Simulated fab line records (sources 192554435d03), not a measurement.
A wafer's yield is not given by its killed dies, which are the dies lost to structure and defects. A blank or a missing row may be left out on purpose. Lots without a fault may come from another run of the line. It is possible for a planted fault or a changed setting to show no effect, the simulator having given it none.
Chamber matching | flow n5 finfet | 3 sister chambers for N5_BEOL_M12_DEP_53 on pecvd-03
The step deposits SiCN from 3MS/NH3, target thk 30 nm, time 10.5 s. 14 wafers are shown with their chamber, then 7 later ones without.

## WAFERS PAIRED WITH THEIR CHAMBERS
wafer  | chamber | showerhead plenum p Torr (Torr) | showerhead vpp V (V) | throttle valve pct (%)
L900.3 | 1       | 4.167                           | 1520                 | 18.1
L900.4 | 1       | 4.160                           | 1510                 | 18.4
L900.5 | 0       | 4.191                           | 1586                 | 17.7
L902.1 | 0       | 4.200                           | 1593                 | 17.5
L902.2 | 2       | 4.137                           | 1652                 | 17.7
L902.3 | 1       | 4.165                           | 1542                 | 18.3
L903.2 | 2       | 4.146                           | 1621                 | 17.9
L903.5 | 0       | 4.198                           | 1627                 | 17.5
L903.6 | 1       | 4.157                           | 1522                 | 18.1
L905.1 | 0       | 4.203                           | 1608                 | 17.3
L905.4 | 1       | 4.165                           | 1508                 | 17.9
L905.5 | 0       | 4.205                           | 1603                 | 17.4
L904.1 | 2       | 4.137                           | 1641                 | 18.2
L904.3 | 0       | 4.206                           | 1608                 | 17.6

SIGNATURES (means of the wafers above)
reading                  | chamber 0 | chamber 1 | chamber 2 | scatter within a chamber
showerhead plenum p Torr | 4.20050   | 4.16280   | 4.14000   | 0.00501
showerhead vpp V         | 1604.17   | 1520.40   | 1638.00   | 14.2
throttle valve pct       | 17.500    | 18.160    | 17.933    | 0.186
Rule: a wafer's distance from a chamber is the root of the sum, over the readings, of the square of ((its reading less the chamber's mean) divided by the reading's scatter). The wafer belongs to the nearest chamber; if the next one is less than 2 further off, it can't be placed. The scatter is the square root of a quotient: the sum, over the shown wafers, of each reading's squared deviation from its chamber's mean, divided by wafers minus chambers.

## WAFERS WHOSE CHAMBER IS MISSING
wafer  | showerhead plenum p Torr (Torr) | showerhead vpp V (V) | throttle valve pct (%)
L904.5 | 4.172                           | 1518                 | 17.4
L913.3 | 4.163                           | 1528                 | 18.0
L913.4 | 4.198                           | 1584                 | 17.5
L913.6 | 4.200                           | 1618                 | 17.5
L912.2 | 4.193                           | 1649                 | 17.5
L912.3 | 4.197                           | 1611                 | 17.4
L912.5 | 4.207                           | 1591                 | 17.5

## EACH ONE'S CHAMBER
wafer  | from the rows above | in truth
L904.5 | 1                   | 1
L913.3 | 1                   | 1
L913.4 | 0                   | 0
L913.6 | 0                   | 0
L912.2 | 0                   | 0
L912.3 | 0                   | 0
L912.5 | 0                   | 0
Correct placement for 7 of the 7. From these rows, 0 cannot be placed. Wrongly placed: 0.
